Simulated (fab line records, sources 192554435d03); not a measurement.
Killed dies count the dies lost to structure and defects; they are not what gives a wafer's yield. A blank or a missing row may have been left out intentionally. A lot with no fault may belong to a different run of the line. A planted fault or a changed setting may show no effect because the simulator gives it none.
Chamber matching    flow n5-finfet    cvd-co-02 running N5_BEOL_M0_PRE_CLEAN_131: 3 sister chambers
The step time 15 s. 3 wafers are shown with their chamber, then 10 later ones without.

## WAFERS PAIRED WITH THEIR CHAMBERS
wafer   chamber  heater-power-w (W)
L086.5  1        73
L089.1  0        80
L089.4  2        91

## WAFERS WITHOUT THEIR CHAMBER
wafer   heater-power-w (W)
L089.5  77
L092.2  90
L092.3  70
L092.4  70
L091.2  72
L091.3  79
L091.6  72
L095.1  73
L095.3  80
L095.4  72

## WHICH CHAMBER EACH WENT THROUGH
wafer   from the rows above      in truth
L089.5  can't be placed: 0 or 1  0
L092.2  2                        2
L092.3  1                        1
L092.4  1                        1
L091.2  1                        1
L091.3  0                        0
L091.6  1                        1
L095.1  1                        1
L095.3  0                        0
L095.4  1                        1
Correct placement for 9 of the 10. Unplaceable from these rows: 1, with the true chamber sitting among the candidates in 1. Number placed wrongly: 0.
How it was worked out, from the rows above alone: a wafer's distance from a chamber is the root of the sum, over the readings, of the square of ((its reading less the chamber's mean) divided by the reading's scatter). The wafer belongs to the nearest chamber; if the next one is less than 2 further off, it can't be placed. Each chamber's mean is taken over the wafers shown for it. The scatter: with one shown wafer a chamber, the root of the mean of the squares of how far each hidden wafer lies from its nearest shown one.
